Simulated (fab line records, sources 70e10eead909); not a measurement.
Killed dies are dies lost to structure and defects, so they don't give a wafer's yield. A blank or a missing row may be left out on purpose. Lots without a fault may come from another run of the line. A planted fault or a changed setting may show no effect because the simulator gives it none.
A struck lot beside a sound one | flow nand_harc | 14 steps out of a route of 1302
Sound: wafers L267.1, L267.2, L267.4. Struck: wafers L276.3, L276.5, L276.6. The cause comes at the end.
At each step with rows: each side's tool, then ch and its chambers, then its first start. Under that, the readings that differ: sound wafers | struck wafers | difference of the means | sigmas: that difference in standard deviations of wafers without a fault.
alike: readings whose means differ by less than 2 such deviations, and words and numbers that are the same on both sides. not compared: withheld readings, readings that some wafer has no value for, bounds like >300 that may hide the same value, and numbers for which the record gives no deviation and whose values overlap.
The two part at a step that has a row with sigmas, a row that says differs or no value, or rows on one side only. Numbers that don't overlap but have no deviation are shown without sigmas and don't part them. A reading that every wafer of one side lacks parts them only if that side has two wafers or more.

NHARC_A_STAIRCASE_STRIP_475: strips in O2, time 20 s.
  sound on rie_diel-08 ch 0,1,3; struck on rie_diel-07 ch 2,3
  alike: drypump_motor_current_A, oes_product_au, rf_vpp_V, showerhead_plenum_p_Torr, throttle_valve_pct
  not compared: rf_hours_counter_h
NHARC_A_STAIRCASE_DEP_471: deposits SiO2, target thk 100 nm.
  sound on pecvd-04 ch 0,2, day 21 01:56; struck on pecvd-04 ch 0,2, day 24 10:37
  alike: heater_power_outer_w, heater_power_w, throttle_valve_pct
NHARC_A_STAIRCASE_CMP_472: polishes SiO2.
  sound on cmp-04 ch 0,2,3, day 21 02:14; struck on cmp-04 ch 0,2,3, day 24 10:57
  alike: motor_current_A, slurry_filter_dp_kPa
then, 1 step without rows for these wafers: NHARC_A_STAIRCASE_SRD_474.
NHARC_A_STAIRCASE_INSPECT_155:
  sound on defect_inspect-02, day 21 02:33; struck on defect_inspect-02, day 24 11:13
  reading          | sound         | struck      | difference | sigmas
  raw_defect_count | 1062 1007 725 | 273 211 260 | -683       | -4
NHARC_A_SGD_CUT_DEP_00: deposits SiNx, target thk 50 nm.
  sound on pecvd-03 ch 0,2, day 21 02:38; struck on pecvd-01 ch 0,1, day 24 11:19
  alike: heater_power_outer_w, heater_power_w
then, 5 steps without rows for these wafers: NHARC_A_SGD_CUT_DEHYDRATE_01 (time 120 s); NHARC_A_SGD_CUT_HMDS_02 (time 30 s); NHARC_A_SGD_CUT_COAT_56 (time 75 s); NHARC_A_SGD_CUT_COAT_57 (time 65 s); NHARC_A_SGD_CUT_COAT_03 (resist thk 90 nm).
NHARC_A_SGD_CUT_SOFTBAKE_04: time 55 s.
  sound on litho_track-04 ch 0, day 21 02:00; struck on litho_track-04 ch 0, day 24 11:00
  reading                  | sound                | struck               | difference | sigmas
  heater_power_total_W (W) | 188.41 188.50 188.76 | 182.82 182.74 182.94 | -5.72      | -44
  alike: chill_plate_temp_C
then, 2 steps without rows for these wafers: NHARC_A_SGD_CUT_EBR_05; NHARC_END_SORT_01.

WHERE THEY PART
First at NHARC_A_STAIRCASE_INSPECT_155; last, within this record, at NHARC_A_SGD_CUT_SOFTBAKE_04.

WHY: what the simulator had put in
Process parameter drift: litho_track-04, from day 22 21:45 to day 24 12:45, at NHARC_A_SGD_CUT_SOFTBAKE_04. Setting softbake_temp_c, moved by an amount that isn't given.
